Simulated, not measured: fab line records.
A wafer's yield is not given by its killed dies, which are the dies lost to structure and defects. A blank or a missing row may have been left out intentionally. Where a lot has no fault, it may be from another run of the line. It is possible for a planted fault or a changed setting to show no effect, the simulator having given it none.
fab line records	flow nand_harc
record lots=6	wafers=18	last_day=33
route steps=1302 shown A_CONTACT@1072 END@1302
lots untouched by any fault: they come from a run of this same line in which no faults occurred
start_h: start of the lot's first displayed wafer, in hours after the record's first day	wait_h: time in hours since the lot's previous step	" unchanged from the row above	L1.1+2: several wafers, shown together as one row	- value missing, or start not given	* or withheld: withheld	< > ~ a bound
route shown NAME@n: NAME is a module with steps in the file, n the number in the route of the first one	usual: average and standard deviation across the fault-free wafers	same: alike in all rows	chamber/n: place in a boat	sites: each site's reading	_std_site: their standard deviation	_edge_site: mean of outer sites minus mean of inner sites	radius_mm: for every site, how far away it sits from the centre of the wafer	mask NAME#n: copy n	behind: the tool/chamber that last shaped the wafer	hold: reason for holding the lot/hours on hold/outcome of the hold	device: the n, p or np transistor that did not switch	end of line: the route-end tests of the same wafers	where a step has no rows: the recipe by itself	killed: not the wafer's yield, but the dies lost to structure and defects at the first sort	map: a wafer's dies, marking killed ones x, the rest . and places with no die _
set.NAME: the setting that was run; set.NAME@STEP: the one run at that earlier step	model.NAME: the simulator's own value behind a step, which no gauge read
certain route steps with their lots: each step a table, each wafer a row
services: the hour from which a tool's chamber was out of use, counted from the record's first day as start_h (under 0 if before that day), plus the number of hours and why
## steps
# step NHARC_A_CONTACT_COAT_02
# recipe spin_rpm=1500	resist_thk_nm=90
# step NHARC_A_CONTACT_SOFTBAKE_03
# recipe temp_c=105	time_s=55
# step NHARC_A_CONTACT_EBR_04
# step NHARC_A_CONTACT_EXPOSE_05
# recipe na=1.35	sigma_outer=0.8	dose_mj=84.24	mask_id=A_CC
# step NHARC_A_CONTACT_PEB_06
# recipe peb_temp_c=100	peb_time_s=65
# step NHARC_A_CONTACT_DEVELOP_07
# recipe develop_time_s=35	dev_temp_c=23
# step NHARC_A_CONTACT_CD_MEAS_08
# recipe target_cd_nm=200	landing_energy_ev=500
# usual cd_nm=199.7/0.71
lot.wafer	tool	chamber	start_h	wait_h	cd_nm
L747.2	cd_sem-02	0	580.30	-	199.0
L747.3	"	0	"	"	200.9
L747.5	"	0	"	"	199.4
L746.1	cd_sem-03	0	583.31	-	198.1
L746.2	"	0	"	"	199.3
L746.6	"	0	"	"	199.8
L751.1	cd_sem-02	0	639.34	-	200.5
L751.2	"	0	"	"	200.1
L751.4	"	0	"	"	200.4
L754.2	cd_sem-03	0	653.37	-	199.9
L754.4	"	0	"	"	199.9
L754.5	"	0	"	"	201.2
L752.1	cd_sem-01	0	662.04	-	199.3
L752.3	"	0	"	"	199.0
L752.5	"	0	"	"	198.4
L763.1	cd_sem-01	0	742.29	-	201.4
L763.2	"	0	"	"	198.8
L763.6	"	0	"	"	201.4
# step NHARC_A_CONTACT_OVL_MEAS_09
# usual overlay_x_nm=0.1/1.1	overlay_y_nm=0.0/0.94
lot.wafer	tool	chamber	start_h	wait_h	overlay_x_nm	overlay_y_nm
L747.2	overlay-02	-	580.38	-	-1.9	1.1
L747.3	"	-	"	"	-1.6	1.4
L747.5	"	-	"	"	-1.7	1.2
L746.1	overlay-01	-	583.40	-	-0.5	0.4
L746.2	"	-	"	"	-1.0	1.0
L746.6	"	-	"	"	-0.4	1.1
L751.1	overlay-01	-	639.43	-	-1.5	-0.2
L751.2	"	-	"	"	-1.3	-0.2
L751.4	"	-	"	"	-1.7	-0.1
L754.2	overlay-01	-	653.45	-	-1.6	-0.5
L754.4	"	-	"	"	-1.2	0.0
L754.5	"	-	"	"	-1.4	0.2
L752.1	overlay-01	-	662.13	-	-0.3	0.2
L752.3	"	-	"	"	0.8	0.9
L752.5	"	-	"	"	-0.3	1.3
L763.1	overlay-01	-	742.37	-	1.0	0.0
L763.2	"	-	"	"	1.1	0.5
L763.6	"	-	"	"	1.3	0.1
# step NHARC_A_CONTACT_INSPECT_10
# usual raw_defect_count=81/42
lot.wafer	tool	chamber	start_h	wait_h	raw_defect_count
L747.2	defect_inspect-01	-	580.42	0.0	64
L747.3	"	-	"	"	56
L747.5	"	-	"	"	55
L746.1	defect_inspect-01	-	583.44	0.0	170
L746.2	"	-	"	"	119
L746.6	"	-	"	"	152
L751.1	defect_inspect-01	-	639.46	0.0	54
L751.2	"	-	"	"	44
L751.4	"	-	"	"	38
L754.2	defect_inspect-01	-	653.49	0.0	55
L754.4	"	-	"	"	54
L754.5	"	-	"	"	57
L752.1	defect_inspect-01	-	662.16	0.0	84
L752.3	"	-	"	"	72
L752.5	"	-	"	"	76
L763.1	defect_inspect-02	-	742.41	0.0	73
L763.2	"	-	"	"	64
L763.6	"	-	"	"	62
# step NHARC_A_CONTACT_DESCUM_13
# recipe time_s=3	o2_flow_sccm=200	ar_flow_sccm=0	bias_power_w=0	chemistry=O2
# usual drypump_motor_current_A=5.8/0.42	oes_product_au=0.996/0.015	rf_vpp_V=57.7/0.88	showerhead_plenum_p_Torr=1.86/0.058	throttle_valve_pct=11.311/0.0087
lot.wafer	tool	chamber	start_h	wait_h	drypump_motor_current_A	oes_product_au	rf_hours_counter_h	rf_vpp_V	showerhead_plenum_p_Torr	throttle_valve_pct
L747.2	rie_diel-01	0	580.49	0.1	5.9	0.999	8	58.7	1.92	11.323
L747.3	"	1	"	"	5.7	1.029	6	57.8	1.96	11.317
L747.5	"	3	"	"	6.3	1.004	-	57.1	1.78	11.301
L746.2	rie_diel-01	3	583.50	0.1	6.3	1.010	9	57.8	1.78	11.307
L746.1	"	0	"	"	5.9	0.995	9	57.7	1.92	11.311
L746.6	"	3	"	"	6.3	1.008	-	58.1	1.78	11.314
L751.4	rie_diel-01	1	639.53	0.1	5.7	1.031	23	57.5	1.96	11.316
L751.1	"	2	"	"	5.9	0.990	20	57.6	1.86	11.314
L751.2	"	3	"	"	6.3	1.005	25	57.0	1.78	11.298
L754.4	rie_diel-13	2	653.55	0.1	6.1	1.007	43	58.2	2.01	11.315
L754.2	"	1	"	"	5.6	0.982	44	56.9	1.96	11.321
L754.5	"	2	"	"	6.1	0.987	-	56.8	2.01	11.292
L752.3	rie_diel-01	3	662.24	0.1	6.4	1.001	36	56.6	1.77	11.311
L752.1	"	1	"	"	5.7	1.007	34	54.8	1.95	11.308
L752.5	"	2	"	"	5.9	1.002	-	59.1	1.85	11.308
L763.1	rie_diel-06	1	742.47	0.1	4.8	0.981	8	57.6	1.85	11.333
L763.2	"	3	"	"	5.9	0.985	10	57.6	1.88	11.315
L763.6	"	2	"	"	5.8	1.000	-	56.2	1.83	11.308
# step NHARC_A_CONTACT_ETCH_88
# recipe target_depth_a=390	over_etch_frac=0.3	time_s=65	ion_energy_ev=80	cf4_flow_sccm=150	ar_flow_sccm=0	rf_w=300	bias_w=100	chemistry=CF4
# usual drypump_motor_current_A=5.8/0.43	oes_product_au=0.994/0.014	rf_fwd_power_W=297.0/1.3	rf_vpp_V=150.6/1.1	showerhead_plenum_p_Torr=1.73/0.05	throttle_valve_pct=13.284/0.0094
lot.wafer	tool	chamber	start_h	wait_h	drypump_motor_current_A	oes_product_au	rf_fwd_power_W	rf_hours_counter_h	rf_vpp_V	showerhead_plenum_p_Torr	throttle_valve_pct
L747.3	rie_diel-01	3	580.59	0.1	6.3	1.020	296.8	8	149.7	1.66	13.281
L747.2	"	0	"	"	5.9	1.002	295.0	8	150.4	1.77	13.266
L747.5	"	3	"	"	6.3	1.006	297.7	-	149.0	1.66	13.277
L746.2	rie_diel-01	1	583.60	0.1	5.7	1.033	297.3	7	151.4	1.81	13.297
L746.1	"	3	"	"	6.4	1.005	297.3	9	151.4	1.66	13.282
L746.6	"	3	"	"	6.3	1.003	296.9	-	150.9	1.66	13.287
L751.4	rie_diel-01	2	639.62	0.1	5.9	1.008	294.1	20	149.4	1.72	13.300
L751.2	"	3	"	"	6.4	1.013	297.0	25	149.6	1.65	13.288
L751.1	"	0	"	"	5.9	0.986	296.0	22	152.0	1.77	13.277
L754.4	rie_diel-13	0	653.63	0.1	5.9	0.995	296.0	42	150.2	1.79	13.278
L754.2	"	3	"	"	5.1	0.997	297.5	40	150.8	1.66	13.280
L754.5	"	0	"	"	5.9	0.987	295.9	-	151.1	1.79	13.276
L752.3	rie_diel-01	0	662.32	0.1	5.9	0.977	293.1	34	150.6	1.77	13.279
L752.1	"	1	"	"	5.7	1.025	296.9	35	150.8	1.80	13.279
L752.5	"	3	"	"	6.3	1.011	297.2	-	150.6	1.65	13.288
L763.2	rie_diel-06	0	742.56	0.1	6.1	1.007	297.1	10	148.5	1.68	13.289
L763.1	"	1	"	"	4.8	0.991	297.2	9	150.9	1.72	13.306
L763.6	"	0	"	"	6.1	1.013	298.3	-	148.9	1.68	13.289
# step NHARC_A_CONTACT_ETCH_89
# recipe target_depth_a=2600	over_etch_frac=0.3	time_s=475.3	ion_energy_ev=200	n2_flow_sccm=150	h2_flow_sccm=150	ar_flow_sccm=0	rf_w=400	bias_w=150	chemistry=N2/H2
# usual drypump_motor_current_A=5.8/0.44	n2_flow_sccm=150.0/0.43	oes_product_au=0.994/0.015	rf_fwd_power_W=399.3/1.2	rf_vpp_V=428.9/2	showerhead_plenum_p_Torr=1.99/0.064	throttle_valve_pct=14.173/0.0092
lot.wafer	tool	chamber	start_h	wait_h	drypump_motor_current_A	n2_flow_sccm	oes_product_au	rf_fwd_power_W	rf_hours_counter_h	rf_vpp_V	showerhead_plenum_p_Torr	throttle_valve_pct
L747.2	rie_diel-01	0	-	-	5.9	150.4	0.988	396.3	8	431.0	2.05	14.166
L747.3	"	1	"	"	5.7	150.4	1.037	400.0	6	428.9	2.09	14.183
L747.5	"	0	"	"	5.9	150.0	0.990	397.9	-	430.4	2.05	14.176
L746.2	rie_diel-01	1	-	-	5.7	149.7	1.016	399.5	7	430.5	2.09	14.181
L746.1	"	3	"	"	6.3	149.8	1.001	399.6	9	426.7	1.90	14.166
L746.6	"	1	"	"	5.7	150.2	1.018	398.1	-	430.7	2.09	14.169
L751.4	rie_diel-01	1	-	-	5.6	149.9	1.033	399.3	23	431.4	2.09	14.187
L751.1	"	2	"	"	5.9	150.0	1.016	398.6	20	429.5	1.98	14.162
L751.2	"	3	"	"	6.4	150.2	1.021	401.4	25	427.6	1.89	14.161
L754.4	rie_diel-13	1	-	-	5.6	150.5	0.995	399.4	44	433.2	2.09	14.156
L754.2	"	2	"	"	6.1	150.6	0.994	398.6	43	434.4	2.14	14.182
L754.5	"	3	"	"	5.1	149.5	0.994	397.4	-	426.4	1.90	14.174
L752.1	rie_diel-01	3	-	-	6.3	150.1	1.014	399.5	36	424.7	1.89	14.175
L752.3	"	1	"	"	5.7	150.5	1.009	400.8	35	431.5	2.08	14.173
L752.5	"	3	"	"	6.3	149.1	1.019	399.6	-	424.8	1.89	14.182
L763.2	rie_diel-06	3	-	-	5.8	150.3	0.987	399.5	10	429.8	2.00	14.182
L763.1	"	0	"	"	6.2	150.4	1.011	399.5	10	427.6	1.93	14.203
L763.6	"	0	"	"	6.2	150.3	1.003	397.7	-	427.6	1.93	14.167
# step NHARC_A_CONTACT_ETCH_30
# recipe target_depth_a=726	time_s=36.3	cf4_flow_sccm=100	chf3_flow_sccm=30	ar_flow_sccm=0	rf_w=500	bias_w=200	chemistry=CF4/CHF3
# usual drypump_motor_current_A=5.8/0.45	oes_product_au=0.928/0.02	rf_fwd_power_W=492.6/2.7	rf_vpp_V=369.1/1.7	showerhead_plenum_p_Torr=1.53/0.044	throttle_valve_pct=16.803/0.0099
lot.wafer	tool	chamber	start_h	wait_h	drypump_motor_current_A	oes_product_au	rf_fwd_power_W	rf_hours_counter_h	rf_vpp_V	showerhead_plenum_p_Torr	throttle_valve_pct
L747.3	rie_diel-01	0	581.11	-	5.9	0.953	487.3	8	370.8	1.58	16.804
L747.2	"	3	"	"	6.3	0.969	492.5	8	367.7	1.47	16.807
L747.5	"	1	"	"	5.7	0.989	496.6	-	371.7	1.61	16.810
L746.2	rie_diel-01	3	584.19	-	6.3	0.966	490.5	9	369.4	1.47	16.798
L746.1	"	1	"	"	5.7	0.991	492.3	7	373.7	1.61	16.797
L746.6	"	0	"	"	5.9	0.948	487.4	-	371.5	1.58	16.794
L751.1	rie_diel-01	3	640.41	-	6.3	1.031	574.1	25	366.8	1.47	16.803
L751.4	"	0	"	"	5.9	0.989	565.5	22	370.7	1.58	16.802
L751.2	"	2	"	"	6.0	1.002	566.0	20	369.7	1.53	16.814
L754.2	rie_diel-13	1	654.12	-	5.6	0.907	492.6	44	371.8	1.61	16.797
L754.4	"	2	"	"	6.1	0.940	493.3	43	373.0	1.65	16.814
L754.5	"	0	"	"	5.9	0.917	494.4	-	373.0	1.60	16.818
L752.1	rie_diel-01	2	662.93	-	5.9	1.013	570.1	30	369.6	1.53	16.794
L752.3	"	1	"	"	5.6	1.026	573.7	35	371.5	1.60	16.790
L752.5	"	3	"	"	6.3	1.026	573.2	-	367.9	1.46	16.799
L763.2	rie_diel-06	1	742.99	-	4.9	0.914	493.0	9	368.5	1.53	16.810
L763.1	"	3	"	"	5.9	0.924	492.1	11	368.7	1.54	16.802
L763.6	"	1	"	"	4.8	0.919	494.5	-	369.6	1.53	16.805
# step NHARC_A_CONTACT_ETCH_31
# recipe target_depth_a=28000	over_etch_frac=0.3	time_s=728	ion_energy_ev=150	o2_flow_sccm=400	cos_flow_sccm=20	ar_flow_sccm=0	rf_w=500	bias_w=300	chemistry=O2/COS
# usual cos_flow_sccm=20.01/0.056	drypump_motor_current_A=5.8/0.43	oes_product_au=0.995/0.014	rf_fwd_power_W=499.3/1.4	rf_vpp_V=313.0/1.7	showerhead_plenum_p_Torr=3.04/0.089	throttle_valve_pct=28.330/0.0088
lot.wafer	tool	chamber	start_h	wait_h	cos_flow_sccm	drypump_motor_current_A	oes_product_au	rf_fwd_power_W	rf_hours_counter_h	rf_vpp_V	showerhead_plenum_p_Torr	throttle_valve_pct
L747.3	rie_diel-01	1	-	-	20.04	5.6	1.006	499.0	7	314.7	3.19	28.323
L747.2	"	3	"	"	20.06	6.4	0.999	500.8	8	309.9	2.92	28.339
L747.5	"	0	"	"	20.00	5.9	0.994	496.9	-	314.8	3.13	28.333
L746.2	rie_diel-01	1	-	-	20.06	5.7	1.024	498.9	7	315.8	3.19	28.320
L746.1	"	3	"	"	20.05	6.4	1.007	497.4	9	312.1	2.92	28.326
L746.6	"	1	"	"	20.05	5.7	1.031	499.1	-	315.3	3.19	28.329
L751.1	rie_diel-01	2	-	-	20.02	5.9	1.000	500.2	20	313.2	3.03	28.332
L751.2	"	0	"	"	20.18	5.9	0.986	500.3	22	314.6	3.13	28.338
L751.4	"	1	"	"	20.09	5.7	1.027	499.7	23	315.7	3.19	28.343
L754.2	rie_diel-13	1	-	-	20.02	5.6	0.990	497.1	44	314.6	3.19	28.336
L754.4	"	3	"	"	19.96	5.1	0.994	500.3	41	309.8	2.92	28.332
L754.5	"	2	"	"	20.03	6.1	0.991	498.6	-	316.5	3.27	28.315
L752.3	rie_diel-01	3	-	-	19.95	6.3	1.001	497.3	36	309.7	2.91	28.335
L752.1	"	1	"	"	19.95	5.7	1.024	498.6	35	315.9	3.18	28.338
L752.5	"	0	"	"	19.97	5.9	0.971	500.2	-	314.4	3.12	28.331
L763.2	rie_diel-06	3	-	-	20.03	5.9	0.989	501.4	11	313.0	3.06	28.326
L763.1	"	0	"	"	20.09	6.1	0.999	500.1	11	311.3	2.96	28.340
L763.6	"	2	"	"	19.90	5.8	0.996	499.8	-	312.4	2.99	28.333
# step NHARC_END_SORT_01
# recipe temp_c=25
# usual killed_at_array=54/21	killed_at_other=0.9/1.1	killed_at_periphery=3.5/2.5	killed_dies=58/21	killed_open=3.3/1.9	killed_short=2.6/1.8
# same gross_dies=677
lot.wafer	tool	chamber	start_h	wait_h	killed_at_array	killed_at_other	killed_at_periphery	killed_dies	killed_open	killed_short
L747.2	prober-02	0	632.10	2.8	48	0	2	50	3	5
L747.3	prober-02	0	632.89	3.1	39	2	3	44	3	2
L747.5	prober-02	0	634.48	3.7	34	0	2	36	1	2
# killed by level:class
L747.2 A_SLIT:chamber_film_flake=28 A_CHANNEL_HOLE_D2:chamber_film_flake=5 A_SOURCE_PLATE:geometric_particle:short=3 A_ONON_D2:geometric_particle:open=2 P_M1:chamber_film_flake=2 A_STAIRCASE:chamber_film_flake=2 A_M1:chamber_film_flake=2 A_ONON_D2:geometric_particle:short=1
L747.3 A_SLIT:chamber_film_flake=21 A_CHANNEL_HOLE_D2:chamber_film_flake=9 A_CHANNEL_HOLE_D1:chamber_film_flake=2 P_ZERO_WELL:chamber_film_flake=2 THIN_TSV:chamber_film_flake=2 A_CHANNEL_FILL_D1:geometric_particle:open=1 A_CHANNEL_FILL_D1:geometric_particle:short=1 A_SGD_CUT:geometric_particle:short=1
L747.5 A_SLIT:chamber_film_flake=15 A_CHANNEL_HOLE_D2:chamber_film_flake=8 A_CHANNEL_HOLE_D1:chamber_film_flake=2 A_STAIRCASE:chamber_film_flake=2 A_CONTACT:chamber_film_flake=2 A_M1:chamber_film_flake=2 P_CONTACT:geometric_particle:short=1 A_CHANNEL_FILL_D1:geometric_particle:short=1
## services
tool	chamber	start_h	hours	kind
rie_diel-01	-	557.83	9.0	pm
rie_diel-01	0	557.83	9.0	vent_cycle
rie_diel-01	1	557.83	9.0	vent_cycle
rie_diel-01	2	557.83	9.0	vent_cycle
rie_diel-01	3	557.83	9.0	vent_cycle
rie_diel-01	0	566.83	-	clean
rie_diel-01	1	566.83	-	clean
rie_diel-01	2	566.83	-	clean
rie_diel-01	2	566.83	-	consumable_replace:focus_ring
rie_diel-01	3	566.83	-	clean
rie_diel-01	2	573.91	10.4	repair
rie_diel-13	-	586.75	0.2	repair
rie_diel-01	0	591.33	-	clean
rie_diel-01	1	591.33	-	clean
rie_diel-01	2	591.33	-	clean
rie_diel-01	3	591.33	-	clean
rie_diel-01	0	615.84	-	clean
rie_diel-01	0	630.12	3.1	repair
rie_diel-06	-	660.48	0.3	repair
rie_diel-06	-	661.31	9.0	pm
rie_diel-01	0	665.61	2.4	repair
rie_diel-06	1	670.89	15.1	repair
rie_diel-13	-	697.16	9.0	pm
rie_diel-01	-	734.83	9.0	pm
## key
first_sign step=NHARC_A_CONTACT_ETCH_30	reading=rf_fwd_power_W	direction=up	sigmas=29	usual=*	struck=*
effect step=NHARC_A_CONTACT_ETCH_30	reading=oes_product_au	direction=up	sigmas=4.4	usual=0.928	struck=1.015
met_at NHARC_A_CONTACT_ETCH_30
struck_wafers L751.1,L751.2,L751.4,L752.1,L752.3,L752.5
tester_left_out L751,L752
onset_between 584.19 640.41
earlier_fault kind=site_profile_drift	tool=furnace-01	chamber=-	onset_h=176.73	steps=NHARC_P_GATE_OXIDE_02	basis=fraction	max_abs_drift=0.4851	slope_share_per_hr=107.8	site_pattern=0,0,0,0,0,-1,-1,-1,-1
fault kind=process_parameter_drift	tool=rie_diel-01	chamber=-	onset_h=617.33	steps=NHARC_A_CONTACT_ETCH_30	channel=rf_w	offset=*	shape=step	end_h=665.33	acts_in=*	stated=*
# tester_left_out: of these lots the tester's yield and bins aren't shown, on N5 and GAA mostly nor the transistor test; their killed dies are dies lost to structure and defects alone, not to doping, threshold or leakage, so they don't give the yield
